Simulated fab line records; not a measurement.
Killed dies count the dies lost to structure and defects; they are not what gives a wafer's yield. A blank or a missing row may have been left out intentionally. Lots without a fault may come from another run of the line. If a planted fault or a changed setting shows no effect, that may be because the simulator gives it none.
Chamber matching ; flow n5-finfet ; cvd-co-02 running N5_BEOL_M2_PRE_CLEAN_60: 3 sister chambers
The step time 15 s. 22 wafers are shown with their chamber, then 11 later ones without.

WAFERS PAIRED WITH THEIR CHAMBERS
wafer;chamber;heater-power-w (W)
L078.1;2;82
L078.2;0;95
L078.3;1;51
L080.1;1;52
L080.2;0;95
L080.6;2;80
L084.1;2;80
L084.3;0;97
L084.5;0;96
L082.3;0;97
L082.4;2;80
L082.5;1;53
L085.2;0;97
L085.4;0;101
L085.5;1;54
L088.3;2;80
L088.4;1;52
L088.5;0;96
L089.1;0;98
L089.3;2;81
L089.4;1;53
L092.1;0;97

SIGNATURES (means of the wafers above)
reading;chamber 0;chamber 1;chamber 2;scatter within a chamber
heater-power-w;96.90;52.50;80.50;1.37
Rule: distance of a wafer from a chamber = root of the sum over the readings of ((wafer's reading minus chamber's mean) / reading's scatter) squared. If the next closest chamber is less than 2 further off than the closest, the wafer can't be placed; otherwise it belongs to the closest. The scatter: the root of (the sum of the squares of (reading less its chamber's mean) over the shown wafers, divided by (wafers less chambers)).

WAFERS WHOSE CHAMBER IS MISSING
wafer;heater-power-w (W)
L092.4;82
L092.5;53
L093.1;98
L093.2;53
L093.5;52
L095.2;83
L095.4;84
L095.6;53
L097.1;97
L097.2;82
L097.4;98

WHICH CHAMBER EACH WENT THROUGH
wafer;from the rows above;in truth
L092.4;2;2
L092.5;1;1
L093.1;0;0
L093.2;1;1
L093.5;1;1
L095.2;2;2
L095.4;2;2
L095.6;1;1
L097.1;0;0
L097.2;2;2
L097.4;0;0
Placed correctly: 11 of 11. Left unplaced by these rows: 0. Wrongly placed: 0.
